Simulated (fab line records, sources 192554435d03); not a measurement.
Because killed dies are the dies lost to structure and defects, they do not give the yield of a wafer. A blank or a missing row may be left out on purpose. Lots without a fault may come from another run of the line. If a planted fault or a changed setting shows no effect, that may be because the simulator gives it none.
Comparing a struck lot with a sound one -- flow n5Finfet -- 34 out of 1938 route steps
Sound: wafers L714.2, L714.3, L714.5. Struck: wafers L701.1, L701.2, L701.5. Last of all comes the cause.
At each step with rows: each side's tool, then ch and its chambers, then its first start. Under that, the readings that differ: sound wafers -- struck wafers -- difference of the means -- sigmas: that difference in standard deviations of wafers without a fault.
alike: a reading whose means differ by less than 2 such deviations, as well as words and numbers matching on both sides. not compared: withheld readings; readings where some wafer has no value; bounds like >300 that might hide an equal value; numbers whose values overlap and for which the record gives no deviation.
The two part at a step that has a row with sigmas, a row that says differs or no value, or rows on one side only. When numbers do not overlap yet have no deviation, they are printed without sigmas and do not part them. Lack of a reading on every wafer of one side parts them only where that side has two or more wafers.

first, 1 step without rows for these wafers: N5_BEOL_M4_DEVELOP_10 (develop time 30 s).
N5_BEOL_M4_CD_MEAS_11 targets a cd of 16.79 nm.
  sound on cdSem-02 ch 0, day 12 16:22; struck on cdSem-01 ch 0, day 9 02:13
  alike: cdNm
N5_BEOL_M4_OVL_MEAS_12:
  sound on overlay-01 ch 0, day 12 16:25; struck on overlay-02 ch 0, day 9 02:15
  alike: M4_OVL
N5_BEOL_M4_INSPECT_13: inspects for defects (brightfield).
  sound: defectInspect-01 at day 12 16:28; struck: defectInspect-01 at day 9 02:18
  alike: rawDefectCount
then, 1 step without rows for these wafers: N5_BEOL_M4_DESCUM_16 (chemistry O2, time 7 s).
N5_BEOL_M4_ETCH_74: etches underlayer in N2/H2, target depth 6.5 nm, time 5.2 s.
  sound on rieDiel-03 ch 1,2,3, day 12 16:32; struck on rieDiel-04 ch 0,1,2, day 9 02:22
  alike: drypumpMotorCurrentA, etchRfOnTimeS, oesProductAu, rfVppV, showerheadPlenumPTorr, throttleValvePct
  not compared: rfHoursCounterH
N5_BEOL_M4_ETCH_63: etches SiARC in CF4, target depth 15.6 nm, time 26 s.
  sound on rieDiel-03 ch 1,2,3, day 12 16:33; struck on rieDiel-04 ch 0,1,2, day 9 02:23
  alike: drypumpMotorCurrentA, etchRfOnTimeS, oesProductAu, rfVppV, showerheadPlenumPTorr, throttleValvePct
  not compared: rfHoursCounterH
then, 3 steps without rows for these wafers: N5_BEOL_M4_ETCH_64 (etches SOC in N2/H2, target depth 75 nm, overetch 22.5 nm, time 121.9 s); N5_BEOL_M4_STRIP_65 (strips in N2/H2); N5_BEOL_M4_STRIP_75 (strips in N2/H2).
N5_BEOL_M4_STRIP_66: strips in CF4.
  sound on rieDiel-03 ch 1,2,3, day 12 16:43; struck on rieDiel-04 ch 0,1,2, day 9 02:33
  alike: biasPowerW, cf4FlowSccm, drypumpMotorCurrentA, oesProductAu, rfVppV, showerheadPlenumPTorr, throttleValvePct
  not compared: rfHoursCounterH
then, 1 step without rows for these wafers: N5_BEOL_M4_HM_OPEN_17 (chemistry Cl2/BCl3, target TiN, target depth 20 nm, overetch 6 nm).
N5_BEOL_M4_STRIP_19: strips in O2.
  sound on rieDiel-01 ch 0,2, day 12 16:53; struck on rieDiel-04 ch 0,1,3, day 9 02:42
  no value came back on the struck wafers for any of 7 readings (biasPowerW (W), chamberPressureMTorr (mTorr) and others); on the sound wafers biasPowerW (W) reads 0 0 0
reading,sound,struck,difference,sigmas
model.SOC_of_BEOL_M4_COAT_61.thkNm (nm),0 0 0,52.2 52.2 52.2,+52.2,
  not compared: rfHoursCounterH
N5_BEOL_M4_CD_MEAS_18: pitch 36 nm, target cd 18 nm.
  sound: cdSem-03 at day 12 16:58; struck: cdSem-02 at day 9 02:46
  alike: cdNm
then, 9 steps without rows for these wafers: N5_BEOL_M4_COAT_67 (time 60 s, resist thk 60 nm); N5_BEOL_M4_COAT_68 (time 60 s, resist thk 12 nm); N5_BEOL_M4_COAT_76 (time 60 s, resist thk 5 nm); N5_BEOL_M4_COAT_22 (resist thk 30 nm); N5_BEOL_M4_EBR_24; N5_BEOL_M4_SOFTBAKE_23 (time 60 s); N5_BEOL_M4_EXPOSE_25 (exposes mask V3, defocus 5 nm); N5_BEOL_M4_PEB_26 (peb time 60 s); N5_BEOL_M4_DEVELOP_27 (develop time 30 s).
N5_BEOL_M4_CD_MEAS_28: target cd 26.2 nm, target cd y 24.1 nm.
  sound on cdSem-03 ch 0, day 12 17:24; struck on cdSem-01 ch 0, day 9 03:13
  alike: cdNm
N5_BEOL_M4_OVL_MEAS_29:
  sound on overlay-02 ch 0, day 12 17:26; struck on overlay-01 ch 0, day 9 03:15
reading,sound,struck,difference,sigmas
V3_OVL (nm),1.1 0.4 -0.4,-1.3 -0.9 -0.9,-1.4,-2
N5_BEOL_M4_INSPECT_30: inspects for defects (brightfield).
  sound: defectInspect-01 at day 12 17:29; struck: defectInspect-01 at day 9 03:18
  alike: rawDefectCount
then, 3 steps without rows for these wafers: N5_BEOL_M4_DESCUM_33 (chemistry O2, time 7 s); N5_BEOL_M4_ETCH_77 (etches underlayer in N2/H2, target depth 6.5 nm, time 5.2 s); N5_BEOL_M4_ETCH_69 (etches SiARC in CF4, target depth 15.6 nm, time 26 s).
N5_BEOL_M4_ALD_98: deposits SiO2, target thk 2.5 nm, pulse time 1 s, co reactant pulse time 1 s.
  sound on aldSin-02 ch 0,1,2, day 12 17:58; struck on aldSin-01 ch 2,3, day 9 03:53
  alike: heaterPowerW, precursorPulseHeightRel
N5_BEOL_M4_ETCHBACK_99: etches SiO2 in CHF3, target depth 5 nm, time 10.4 s.
  sound on rieDiel-03 ch 1,2,3, day 12 18:53; struck on rieDiel-01 ch 1,3, day 9 07:06
  alike: drypumpMotorCurrentA, oesProductAu, rfVppV, showerheadPlenumPTorr, throttleValvePct
  not compared: rfHoursCounterH
N5_BEOL_M4_ETCH_70: etches SOC in N2/H2, target depth 80 nm, overetch 24 nm, time 130 s.
  sound on rieDiel-03 ch 1,2,3, day 12 18:55; struck on rieDiel-01 ch 1,3, day 9 07:08
reading,sound,struck,difference,sigmas
oesProductAu (a.u.),0.54 0.65 0.54,0.68 0.78 0.68,+0.14,+3
model.etch.depthNm (nm),59.98 60.23 60.18,104.1 106.9 104.6,+45.1,
  alike: drypumpMotorCurrentA, rfVppV, showerheadPlenumPTorr, throttleValvePct
  not compared: rfHoursCounterH
then, 1 step without rows for these wafers: N5_BEOL_M4_STRIP_71 (strips in N2/H2).
N5_BEOL_M4_RC_MEAS_101:
  the record has rows for the sound wafers here (prober-01 ch 0, day 12 23:23) and none for the struck ones

WHERE THEY PART
Last at N5_BEOL_M4_RC_MEAS_101 as far as this record goes, first at N5_BEOL_M4_STRIP_19.

WHY: whatever the simulator had introduced
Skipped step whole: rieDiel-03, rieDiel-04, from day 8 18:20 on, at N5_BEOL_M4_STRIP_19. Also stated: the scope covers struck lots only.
